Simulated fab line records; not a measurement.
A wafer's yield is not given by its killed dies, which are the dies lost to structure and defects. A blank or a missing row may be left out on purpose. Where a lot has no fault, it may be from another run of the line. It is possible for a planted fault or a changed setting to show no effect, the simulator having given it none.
Which of the tools did it? / flow nand_harc / Sampling: 24 lots, 72 wafers, 2 of 1159 route steps

WHAT THE GAUGES READ, wafer by wafer
NHARC_A_CHANNEL_HOLE_D1_CD_MEAS_10: the cd target is 100 nm. Usual: cd_nm at 99.9 nm, with a standard deviation of 0.46.
lot=L074; measured=day 8 03:16; on=cd_sem-03; cd_nm (nm)=100.1 100.3 99.1; flag=
lot=L076; measured=day 8 12:40; on=cd_sem-02; cd_nm (nm)=99.9 99.1 99.4; flag=
lot=L075; measured=day 8 14:29; on=cd_sem-01; cd_nm (nm)=100.5 100.7 100.5; flag=
lot=L078; measured=day 8 20:07; on=cd_sem-02; cd_nm (nm)=99.8 100.4 100.3; flag=
lot=L077; measured=day 8 21:21; on=cd_sem-03; cd_nm (nm)=99.6 99.4 99.7; flag=
lot=L080; measured=day 9 14:56; on=cd_sem-03; cd_nm (nm)=100.2 100.5 100.2; flag=
lot=L079; measured=day 9 15:13; on=cd_sem-01; cd_nm (nm)=99.6 99.8 100.0; flag=
lot=L082; measured=day 10 02:03; on=cd_sem-03; cd_nm (nm)=99.6 99.5 99.2; flag=
lot=L081; measured=day 10 04:02; on=cd_sem-02; cd_nm (nm)=99.7 100.2 99.5; flag=
lot=L083; measured=day 10 03:40; on=cd_sem-02; cd_nm (nm)=100.5 99.7 99.2; flag=
lot=L085; measured=day 10 21:01; on=cd_sem-01; cd_nm (nm)=100.5 100.1 100.1; flag=
lot=L084; measured=day 10 20:52; on=cd_sem-02; cd_nm (nm)=100.2 100.1 99.8; flag=
lot=L087; measured=day 11 10:34; on=cd_sem-02; cd_nm (nm)=99.8 100.3 99.8; flag=
lot=L086; measured=day 11 10:49; on=cd_sem-03; cd_nm (nm)=99.9 99.9 100.6; flag=
lot=L089; measured=day 12 02:26; on=cd_sem-03; cd_nm (nm)=100.2 100.4 100.5; flag=
lot=L088; measured=day 12 02:08; on=cd_sem-01; cd_nm (nm)=99.8 99.5 99.9; flag=
lot=L090; measured=day 12 05:34; on=cd_sem-03; cd_nm (nm)=100.3 100.9 99.8; flag=
lot=L092; measured=day 12 05:55; on=cd_sem-03; cd_nm (nm)=99.7 100.0 100.0; flag=
lot=L091; measured=day 12 07:26; on=cd_sem-03; cd_nm (nm)=100.3 99.8 100.3; flag=
lot=L093; measured=day 12 17:18; on=cd_sem-03; cd_nm (nm)=99.5 99.2 98.9; flag=
lot=L094; measured=day 13 03:13; on=cd_sem-01; cd_nm (nm)=100.3 99.4 99.2; flag=
lot=L097; measured=day 13 14:25; on=cd_sem-01; cd_nm (nm)=100.0 100.3 100.2; flag=
lot=L095; measured=day 13 14:15; on=cd_sem-01; cd_nm (nm)=99.6 99.2 99.5; flag=
lot=L096; measured=day 13 19:38; on=cd_sem-02; cd_nm (nm)=99.9 100.1 100.9; flag=

TOOL THAT RAN EACH LOT (tool first, then ch and the chambers of the sampled wafers, then the start)
lot=L074; NHARC_A_CHANNEL_HOLE_D1_DEP_00=acl_dep-03 ch 0, day 8 00:36
lot=L076; NHARC_A_CHANNEL_HOLE_D1_DEP_00=acl_dep-03 ch 0, day 8 10:10
lot=L075; NHARC_A_CHANNEL_HOLE_D1_DEP_00=acl_dep-01 ch 0, day 8 12:10
lot=L078; NHARC_A_CHANNEL_HOLE_D1_DEP_00=acl_dep-02 ch 0, day 8 17:55
lot=L077; NHARC_A_CHANNEL_HOLE_D1_DEP_00=acl_dep-03 ch 0, day 8 19:20
lot=L080; NHARC_A_CHANNEL_HOLE_D1_DEP_00=acl_dep-03 ch 0, day 9 12:12
lot=L079; NHARC_A_CHANNEL_HOLE_D1_DEP_00=acl_dep-01 ch 0, day 9 12:29
lot=L082; NHARC_A_CHANNEL_HOLE_D1_DEP_00=acl_dep-02 ch 0, day 10 00:10
lot=L081; NHARC_A_CHANNEL_HOLE_D1_DEP_00=acl_dep-02 ch 0, day 10 01:26
lot=L083; NHARC_A_CHANNEL_HOLE_D1_DEP_00=acl_dep-01 ch 0, day 10 01:37
lot=L085; NHARC_A_CHANNEL_HOLE_D1_DEP_00=acl_dep-02 ch 0, day 10 18:18
lot=L084; NHARC_A_CHANNEL_HOLE_D1_DEP_00=acl_dep-01 ch 0, day 10 18:30
lot=L087; NHARC_A_CHANNEL_HOLE_D1_DEP_00=acl_dep-01 ch 0, day 11 07:54
lot=L086; NHARC_A_CHANNEL_HOLE_D1_DEP_00=acl_dep-03 ch 0, day 11 08:28
lot=L089; NHARC_A_CHANNEL_HOLE_D1_DEP_00=acl_dep-03 ch 0, day 11 23:44
lot=L088; NHARC_A_CHANNEL_HOLE_D1_DEP_00=acl_dep-01 ch 0, day 11 23:53
lot=L090; NHARC_A_CHANNEL_HOLE_D1_DEP_00=acl_dep-03 ch 0, day 12 03:03
lot=L092; NHARC_A_CHANNEL_HOLE_D1_DEP_00=acl_dep-02 ch 0, day 12 03:17
lot=L091; NHARC_A_CHANNEL_HOLE_D1_DEP_00=acl_dep-01 ch 0, day 12 04:44
lot=L093; NHARC_A_CHANNEL_HOLE_D1_DEP_00=acl_dep-03 ch 0, day 12 14:38
lot=L094; NHARC_A_CHANNEL_HOLE_D1_DEP_00=acl_dep-03 ch 0, day 13 00:35
lot=L097; NHARC_A_CHANNEL_HOLE_D1_DEP_00=acl_dep-02 ch 0, day 13 11:47
lot=L095; NHARC_A_CHANNEL_HOLE_D1_DEP_00=acl_dep-03 ch 0, day 13 11:55
lot=L096; NHARC_A_CHANNEL_HOLE_D1_DEP_00=acl_dep-03 ch 0, day 13 17:06
- NHARC_A_CHANNEL_HOLE_D1_DEP_00: deposits aC, target thk 3100 nm.

AS READ BY THE TOOLS THEMSELVES (means over the sampled wafers that have a number; for cases with no such wafer, the mark the record gives instead)
NHARC_A_CHANNEL_HOLE_D1_DEP_00. Usual: throttle_valve_pct at 35.000 %, with a standard deviation of 0.01.
lot=L074; tool=acl_dep-03; throttle_valve_pct (%)=34.999; flag=
lot=L076; tool=acl_dep-03; throttle_valve_pct (%)=35.005; flag=
lot=L075; tool=acl_dep-01; throttle_valve_pct (%)=35.002; flag=
lot=L078; tool=acl_dep-02; throttle_valve_pct (%)=34.993; flag=
lot=L077; tool=acl_dep-03; throttle_valve_pct (%)=34.994; flag=
lot=L080; tool=acl_dep-03; throttle_valve_pct (%)=34.993; flag=
lot=L079; tool=acl_dep-01; throttle_valve_pct (%)=35.007; flag=
lot=L082; tool=acl_dep-02; throttle_valve_pct (%)=34.995; flag=
lot=L081; tool=acl_dep-02; throttle_valve_pct (%)=35.004; flag=
lot=L083; tool=acl_dep-01; throttle_valve_pct (%)=35.001; flag=
lot=L085; tool=acl_dep-02; throttle_valve_pct (%)=34.992; flag=
lot=L084; tool=acl_dep-01; throttle_valve_pct (%)=35.008; flag=
lot=L087; tool=acl_dep-01; throttle_valve_pct (%)=34.995; flag=
lot=L086; tool=acl_dep-03; throttle_valve_pct (%)=35.013; flag=
lot=L089; tool=acl_dep-03; throttle_valve_pct (%)=34.996; flag=
lot=L088; tool=acl_dep-01; throttle_valve_pct (%)=35.011; flag=
lot=L090; tool=acl_dep-03; throttle_valve_pct (%)=34.996; flag=
lot=L092; tool=acl_dep-02; throttle_valve_pct (%)=35.003; flag=
lot=L091; tool=acl_dep-01; throttle_valve_pct (%)=35.008; flag=
lot=L093; tool=acl_dep-03; throttle_valve_pct (%)=34.994; flag=
lot=L094; tool=acl_dep-03; throttle_valve_pct (%)=35.006; flag=
lot=L097; tool=acl_dep-02; throttle_valve_pct (%)=35.001; flag=
lot=L095; tool=acl_dep-03; throttle_valve_pct (%)=34.995; flag=
lot=L096; tool=acl_dep-03; throttle_valve_pct (%)=35.002; flag=

THE ANSWER, worked out from the rows above alone
Rule: lot off if the mean of its wafers having a number is beyond 3 standard deviations from the usual mean. Also off: a lot with no number at a reading for which 4 or more lots have one. Any other lot the step has rows for is counted as sound. First the gauges in route order, then the tools' own readings, where a lot's mean is used as printed above. At the first step where some lot is off, the reading lying furthest off is the one used; lots without a number count as furthest.
Nothing can be told from this: no lot is off at any reading shown.

WHAT THE SIMULATOR HAD PUT IN
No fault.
